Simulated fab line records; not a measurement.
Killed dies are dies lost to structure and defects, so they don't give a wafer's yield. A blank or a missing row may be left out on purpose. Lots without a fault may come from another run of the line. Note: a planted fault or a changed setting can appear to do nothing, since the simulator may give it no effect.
Which tool was responsible?	flow n5 finfet	Sampling: 11 lots, 33 wafers, 3 of 1938 route steps

== WHAT THE GAUGES SHOWED, per wafer ==
N5_BEOL_M8_THK_MEAS_53: measures by xrf. Usual: M8_THK 80.1 nm, standard deviation 2.2.
lot	measured	on	M8_THK (nm)	flag
L475	day 10 01:34	film metro-02	77.3 81.5 77.8	
L476	day 10 02:02	film metro-02	80.5 78.7 80.1	
L478	day 10 19:02	film metro-02	79.9 81.2 83.3	
L483	day 12 15:37	film metro-01	80.6 83.4 85.4	
L482	day 13 00:43	film metro-01	79.7 77.5 77.4	
L485	day 13 04:57	film metro-02	78.9 79.4 77.9	
L496	day 15 13:39	film metro-02	83.0 79.1 77.3	
L492	day 15 17:55	film metro-01	81.4 84.1 82.6	
L493	day 15 18:50	film metro-02	79.5 79.6 79.2	
L495	day 15 23:00	film metro-01	81.7 78.0 80.4	
L497	day 16 08:40	film metro-02	80.7 80.0 84.3	

== WHAT TOOL EACH LOT RAN ON (gives the tool, then ch and the chambers of the sampled wafers, and finally the start) ==
lot	N5_BEOL_M8_PRE_CLEAN_45	N5_BEOL_M8_CMP_52
L475	pvd sputter-02, day 10 00:10	cmp-03 ch 2,3, day 10 01:18
L476	pvd sputter-02, day 10 00:32	cmp-03 ch 0,1,3, day 10 01:44
L478	pvd sputter-02, day 10 17:29	cmp-04 ch 1,2,3, day 10 18:44
L483	pvd sputter-03, day 12 12:25	cmp-04 ch 1,2, day 12 15:20
L482	pvd sputter-02, day 12 23:13	cmp-02 ch 1,2,3, day 13 00:25
L485	pvd sputter-02, day 13 03:22	cmp-04 ch 2,3, day 13 04:42
L496	pvd sputter-02, day 15 11:37	cmp-02 ch 1,2, day 15 13:22
L492	pvd sputter-01, day 15 16:04	cmp-03 ch 0,1,2, day 15 17:44
L493	pvd sputter-03, day 15 17:07	cmp-03 ch 0,2,3, day 15 18:38
L495	pvd sputter-03, day 15 20:29	cmp-03 ch 0,1,3, day 15 22:42
L497	pvd sputter-03, day 16 06:08	cmp-02 ch 1,2,3, day 16 08:26
- N5_BEOL_M8_PRE_CLEAN_45: time 30 s.
- N5_BEOL_M8_CMP_52: polishes, stops on SiCOH lowk, t overpolish 6.9 s, target thk 80 nm.

== WHAT THE TOOLS THEMSELVES READ (means of the sampled wafers that have a number; where no wafer has one, the mark that the record gives instead) ==
N5_BEOL_M8_PRE_CLEAN_45. Usual: heater power w 338 W, standard deviation 27.
lot	tool	heater power w (W)	flag
L475	pvd sputter-02	346	
L476	pvd sputter-02	345	
L478	pvd sputter-02	350	
L483	pvd sputter-03	338	
L482	pvd sputter-02	357	
L485	pvd sputter-02	354	
L496	pvd sputter-02	353	
L492	pvd sputter-01	298	
L493	pvd sputter-03	340	
L495	pvd sputter-03	334	
L497	pvd sputter-03	342	

N5_BEOL_M8_CMP_52. Usual: barrier field endpoint s 29.0 s, standard deviation 0.7; edge zone pressure frac 1.000, standard deviation 0.0052; motor current A 5.4 A, standard deviation 0.64; overpolish run s 6.900 s, standard deviation 0.0083; retaining ring pressure frac 1.000, standard deviation 0.0052; time to endpoint s 63.1 s, standard deviation 2.9.
lot	tool	barrier field endpoint s (s)	edge zone pressure frac	motor current A (A)	overpolish run s (s)	retaining ring pressure frac	time to endpoint s (s)	flag
L475	cmp-03	29.2	1.003	5.6	6.906	1.004	59.9	
L476	cmp-03	28.2	1.007	5.5	6.900	0.997	58.2	
L478	cmp-04	29.1	0.998	5.9	6.893	1.001	66.2	
L483	cmp-04	29.2	0.994	5.6	6.899	1.002	62.5	
L482	cmp-02	28.5	0.993	5.2	6.901	0.999	60.7	
L485	cmp-04	29.6	1.001	5.4	6.897	0.999	64.4	
L496	cmp-02	29.2	1.005	4.9	6.904	1.004	61.4	
L492	cmp-03	28.2	1.004	5.0	6.898	0.999	60.9	
L493	cmp-03	28.9	1.000	5.7	6.895	1.000	58.5	
L495	cmp-03	28.4	1.000	5.4	6.893	1.003	64.8	
L497	cmp-02	28.9	1.003	5.0	6.900	0.997	62.2	

== THE ANSWER, worked out from the rows above alone ==
Rule: take the mean of a lot's wafers that have a number; if it is more than 3 standard deviations from the usual mean, the lot is off. A lot without any number at a reading at which 4 lots or more have one is off too. Where the step has rows for the other lots, those lots are counted as sound. Order of review: gauges by route order, followed by the tools' own readings, for which a lot's mean as printed above is used. At the first step where some lot is off, the reading lying furthest off is the one used; lots without a number count as furthest.
No lot is off at any reading shown: from this, nothing can be told.

== WHAT THE SIMULATOR HAD INSERTED ==
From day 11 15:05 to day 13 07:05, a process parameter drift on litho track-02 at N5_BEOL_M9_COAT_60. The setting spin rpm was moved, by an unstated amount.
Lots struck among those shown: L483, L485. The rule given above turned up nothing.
